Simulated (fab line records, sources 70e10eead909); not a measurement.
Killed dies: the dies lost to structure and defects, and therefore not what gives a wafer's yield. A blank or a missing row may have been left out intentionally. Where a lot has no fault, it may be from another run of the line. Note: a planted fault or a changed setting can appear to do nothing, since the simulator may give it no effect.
Which of the tools did it? -- flow nand-harc -- Sampling: 12 lots, 36 wafers, 5 of 1159 route steps

## WHAT THE GAUGES READ, wafer by wafer
NHARC_END_SORT_01. Usual: killed-at-array 26, standard deviation 9.6; killed-at-other 0.7, standard deviation 0.92; killed-at-periphery 3.8, standard deviation 2.7; killed-dies 31, standard deviation 10; killed-open 3.3, standard deviation 1.7; killed-short 1.8, standard deviation 1.3.
lot,measured,on,killed-at-array,killed-at-other,killed-at-periphery,killed-dies,killed-open,killed-short,flag
L156,day 22 01:46,prober-02,18 30 158,1 0 0,2 1 8,21 31 166,2 3 5,4 2 2,OFF

## EACH LOT AND THE TOOL THAT RAN IT (in order: tool; ch and the chambers of the sampled wafers; start)
lot,NHARC_A_STAIRCASE_TRIM_191,NHARC_A_STAIRCASE_TRIM_198,NHARC_A_STAIRCASE_ETCH_199,NHARC_A_STAIRCASE_STRIP_205
L145,"rie-diel-02 ch 0,3, day 11 04:14 or earlier","rie-diel-07 ch 1,3, day 11 04:14 or earlier","rie-diel-07 ch 1,2,3, day 11 04:14","plasma-asher-02 ch 0,1, day 11 05:05"
L144,"rie-diel-07 ch 0,1,3, day 11 11:56 or earlier","rie-diel-06 ch 2,3, day 11 11:56 or earlier","rie-diel-06 ch 1,2,3, day 11 11:56","plasma-asher-02 ch 0,1, day 11 12:35"
L148,"rie-diel-07 ch 0,1,3, day 11 16:31 or earlier","rie-diel-06 ch 1,2,3, day 11 16:31 or earlier","rie-diel-06 ch 0,1,2, day 11 16:31","plasma-asher-02 ch 0,1, day 11 17:08"
L146,"rie-diel-06 ch 1,3, day 11 17:10 or earlier","rie-diel-07 ch 1,2,3, day 11 17:10 or earlier","rie-diel-07 ch 1,3, day 11 17:10","plasma-asher-01 ch 0,1, day 11 18:01"
L150,"rie-diel-07 ch 1,3, day 12 15:19 or earlier","rie-diel-06 ch 0,1, day 12 15:19 or earlier","rie-diel-06 ch 0,2,3, day 12 15:19","plasma-asher-02 ch 0,1, day 12 16:02"
L151,"rie-diel-06 ch 1,2,3, day 12 15:19 or earlier","rie-diel-02 ch 0,3, day 12 15:19 or earlier","rie-diel-02 ch 0,1, day 12 15:19","plasma-asher-02 ch 0,1, day 12 16:13"
L152,"rie-diel-07 ch 1,2, day 13 04:29 or earlier","rie-diel-07 ch 0,2,3, day 13 04:29 or earlier","rie-diel-07 ch 0,3, day 13 04:29","plasma-asher-02 ch 0,1, day 13 05:13"
L156,"rie-diel-06 ch 0,1,3, day 14 07:26 or earlier","rie-diel-06 ch 0,1,2, day 14 07:26 or earlier","rie-diel-06 ch 0,1,3, day 14 07:26","plasma-asher-02 ch 0,1, day 14 08:11"
L165,"rie-diel-02 ch 0,1,3, day 16 04:20 or earlier","rie-diel-02 ch 0,1,3, day 16 04:20 or earlier","rie-diel-02 ch 0,1,2, day 16 04:20","plasma-asher-01 ch 0,1, day 16 05:15"
L166,"rie-diel-06 ch 0,1,2, day 16 06:10 or earlier","rie-diel-02 ch 1,2,3, day 16 06:10 or earlier","rie-diel-02 ch 0,1,3, day 16 06:10","plasma-asher-01 ch 0,1, day 16 07:00"
L164,"rie-diel-07 ch 1,2, day 16 09:37 or earlier","rie-diel-07 ch 2,3, day 16 09:37 or earlier","rie-diel-07 ch 1,2,3, day 16 09:37","plasma-asher-01 ch 0,1, day 16 10:20"
L167,"rie-diel-07 ch 1,2,3, day 16 19:48 or earlier","rie-diel-06 ch 0,2, day 16 19:48 or earlier","rie-diel-06 ch 0,2, day 16 19:48","plasma-asher-01 ch 1, day 16 21:10"
- NHARC_A_STAIRCASE_TRIM_191: chemistry O2, time 211.2 s.
- NHARC_A_STAIRCASE_TRIM_198: chemistry O2, time 211.2 s.
- NHARC_A_STAIRCASE_ETCH_199: etches the open film in C4F8/O2, target depth 100 nm, time 40.5 s.
- NHARC_A_STAIRCASE_STRIP_205: strips in O2.

## AS READ BY THE TOOLS THEMSELVES (means over the sampled wafers that have a number; for cases with no such wafer, the mark the record gives instead)
NHARC_A_STAIRCASE_TRIM_191. Usual: drypump-motor-current-A 5.4 A, standard deviation 0.35; oes-product-au 1.001 a.u., standard deviation 0.0065; rf-vpp-V 57.9 V, standard deviation 0.85; showerhead-plenum-p-Torr 3.63 Torr, standard deviation 0.11; throttle-valve-pct 17.036 %, standard deviation 0.0086.
lot,tool,drypump-motor-current-A (A),oes-product-au (a.u.),rf-vpp-V (V),showerhead-plenum-p-Torr (Torr),throttle-valve-pct (%),flag
L145,rie-diel-02,6.0,0.992,57.7,3.57,17.036,
L144,rie-diel-07,5.6,1.004,58.3,3.59,17.044,
L148,rie-diel-07,5.6,0.995,57.7,3.59,17.035,
L146,rie-diel-06,4.9,1.002,58.5,3.70,17.039,
L150,rie-diel-07,5.5,0.994,59.0,3.55,17.035,
L151,rie-diel-06,5.1,1.004,58.1,3.70,17.031,
L152,rie-diel-07,5.6,1.006,57.9,3.57,17.040,
L156,rie-diel-06,5.0,1.008,57.2,3.67,17.035,
L165,rie-diel-02,5.8,0.998,57.4,3.45,17.028,
L166,rie-diel-06,5.2,1.003,57.4,3.66,17.035,
L164,rie-diel-07,5.6,1.001,57.5,3.59,17.037,
L167,rie-diel-07,5.6,0.996,58.2,3.56,17.043,

NHARC_A_STAIRCASE_TRIM_198. Usual: drypump-motor-current-A 5.4 A, standard deviation 0.36; oes-product-au 1.001 a.u., standard deviation 0.008; rf-vpp-V 58.1 V, standard deviation 0.98; showerhead-plenum-p-Torr 3.63 Torr, standard deviation 0.12; throttle-valve-pct 17.037 %, standard deviation 0.0087.
lot,tool,drypump-motor-current-A (A),oes-product-au (a.u.),rf-vpp-V (V),showerhead-plenum-p-Torr (Torr),throttle-valve-pct (%),flag
L145,rie-diel-07,5.5,1.001,57.3,3.56,17.038,
L144,rie-diel-06,4.9,1.002,57.2,3.77,17.035,
L148,rie-diel-06,5.1,0.997,59.2,3.70,17.029,
L146,rie-diel-07,5.6,1.005,57.6,3.58,17.036,
L150,rie-diel-06,5.2,1.006,58.5,3.61,17.033,
L151,rie-diel-02,5.9,1.000,57.8,3.48,17.044,
L152,rie-diel-07,5.6,0.998,57.7,3.61,17.031,
L156,rie-diel-06,5.2,1.001,58.5,3.67,17.039,
L165,rie-diel-02,5.8,0.999,57.7,3.45,17.040,
L166,rie-diel-02,5.6,1.004,58.1,3.58,17.037,
L164,rie-diel-07,5.6,0.996,57.9,3.58,17.041,
L167,rie-diel-06,5.2,1.002,58.6,3.73,17.035,

NHARC_A_STAIRCASE_ETCH_199. Usual: oes-product-au 0.945 a.u., standard deviation 0.012; rf-vpp-V 899 V, standard deviation 4.4.
lot,tool,oes-product-au (a.u.),rf-vpp-V (V),flag
L145,rie-diel-07,0.944,898,
L144,rie-diel-06,0.961,903,
L148,rie-diel-06,0.949,901,
L146,rie-diel-07,0.943,896,
L150,rie-diel-06,0.957,904,
L151,rie-diel-02,0.938,891,
L152,rie-diel-07,0.941,898,
L156,rie-diel-06,0.892,901,OFF
L165,rie-diel-02,0.943,895,
L166,rie-diel-02,0.941,893,
L164,rie-diel-07,0.951,897,
L167,rie-diel-06,0.934,902,

NHARC_A_STAIRCASE_STRIP_205. Usual: drypump-motor-current-A 5.8 A, standard deviation 0.42; heater-power-w 303 W, standard deviation 27.
lot,tool,drypump-motor-current-A (A),heater-power-w (W),flag
L145,plasma-asher-02,5.9,303,
L144,plasma-asher-02,6.0,325,
L148,plasma-asher-02,6.0,324,
L146,plasma-asher-01,5.6,289,
L150,plasma-asher-02,6.0,324,
L151,plasma-asher-02,6.0,328,
L152,plasma-asher-02,6.0,322,
L156,plasma-asher-02,6.0,325,
L165,plasma-asher-01,5.9,290,
L166,plasma-asher-01,5.9,288,
L164,plasma-asher-01,5.8,294,
L167,plasma-asher-01,5.2,303,

## THE ANSWER, worked out from the rows above alone
Rule: lot off if the mean of its wafers having a number is beyond 3 standard deviations from the usual mean. A lot without any number at a reading at which 4 lots or more have one is off too. The other lots that the step has rows for count as sound. First the gauges in route order, then the tools' own readings, where a lot's mean is used as printed above. The first step at which some lot is off is used, and at that step the reading that is off furthest; a lot without a number counts as furthest.
Off, at NHARC_END_SORT_01 on killed-at-array: L156. Neither off nor sound, because the step has no rows for them: L145, L144, L148, L146, L150, L151, L152, L165, L166, L164, L167.
If a tool, at a process step before that reading, ran all the lots that are off and no sound lot after the first of them, it fits. The gauges at NHARC_END_SORT_01 aren't tried: what is off there is off at NHARC_A_STAIRCASE_ETCH_199 too, on other tools, and a gauge's error can't cause that. NHARC_A_STAIRCASE_TRIM_191 gives no start for some lots, so the hours and the order of its lots are those of NHARC_A_STAIRCASE_ETCH_199. NHARC_A_STAIRCASE_TRIM_198 gives no start for some lots, so the hours and the order of its lots are those of NHARC_A_STAIRCASE_ETCH_199. 2 tools fit, rie-diel-06 at NHARC_A_STAIRCASE_TRIM_191 and NHARC_A_STAIRCASE_TRIM_198 and NHARC_A_STAIRCASE_ETCH_199 and plasma-asher-02 at NHARC_A_STAIRCASE_STRIP_205, so this cannot tell which one it is.

## WHAT HAD BEEN PUT IN BY THE SIMULATOR
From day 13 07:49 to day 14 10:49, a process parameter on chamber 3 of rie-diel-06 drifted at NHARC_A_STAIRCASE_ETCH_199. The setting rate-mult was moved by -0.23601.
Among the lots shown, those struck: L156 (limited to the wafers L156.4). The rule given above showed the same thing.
